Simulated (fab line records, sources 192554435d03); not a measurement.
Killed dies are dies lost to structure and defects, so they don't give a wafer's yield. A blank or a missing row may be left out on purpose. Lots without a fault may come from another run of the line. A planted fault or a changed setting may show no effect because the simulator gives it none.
Chamber matching | flow n5_finfet | N5_BEOL_M0_CUTY_ETCH_63 on rie_diel-06: 4 sister chambers
The step etches SOC in N2/H2, target depth 82.7 nm, overetch 16.5 nm, time 124 s. 4 wafers are shown with their chamber, then 10 later ones without.

WAFERS WITH THEIR CHAMBER
wafer  | chamber | showerhead_plenum_p_Torr (Torr)
L083.5 | 1       | 2.72
L088.6 | 3       | 2.48
L090.2 | 0       | 2.62
L090.3 | 2       | 2.57

WAFERS WITHOUT THEIR CHAMBER
wafer  | showerhead_plenum_p_Torr (Torr)
L090.5 | 2.48
L091.3 | 2.48
L091.4 | 2.62
L091.6 | 2.71
L092.2 | 2.71
L092.3 | 2.57
L092.5 | 2.61
L095.1 | 2.61
L095.2 | 2.47
L095.3 | 2.57

WHICH CHAMBER EACH WENT THROUGH
wafer  | from the rows above | in truth
L090.5 | 3                   | 3
L091.3 | 3                   | 3
L091.4 | 0                   | 0
L091.6 | 1                   | 1
L092.2 | 1                   | 1
L092.3 | 2                   | 2
L092.5 | 0                   | 0
L095.1 | 0                   | 0
L095.2 | 3                   | 3
L095.3 | 2                   | 2
Placed correctly: 10 of 10. Can't be placed from these rows: 0. Placed wrongly: 0.
How it was worked out, from the rows above alone: a wafer's distance from a chamber is the root of the sum, over the readings, of the square of ((its reading less the chamber's mean) divided by the reading's scatter). The wafer belongs to the nearest chamber; if the next one is less than 2 further off, it can't be placed. A chamber's mean is the mean of its shown wafers. The scatter: with one shown wafer a chamber, the root of the mean of the squares of how far each hidden wafer lies from its nearest shown one.
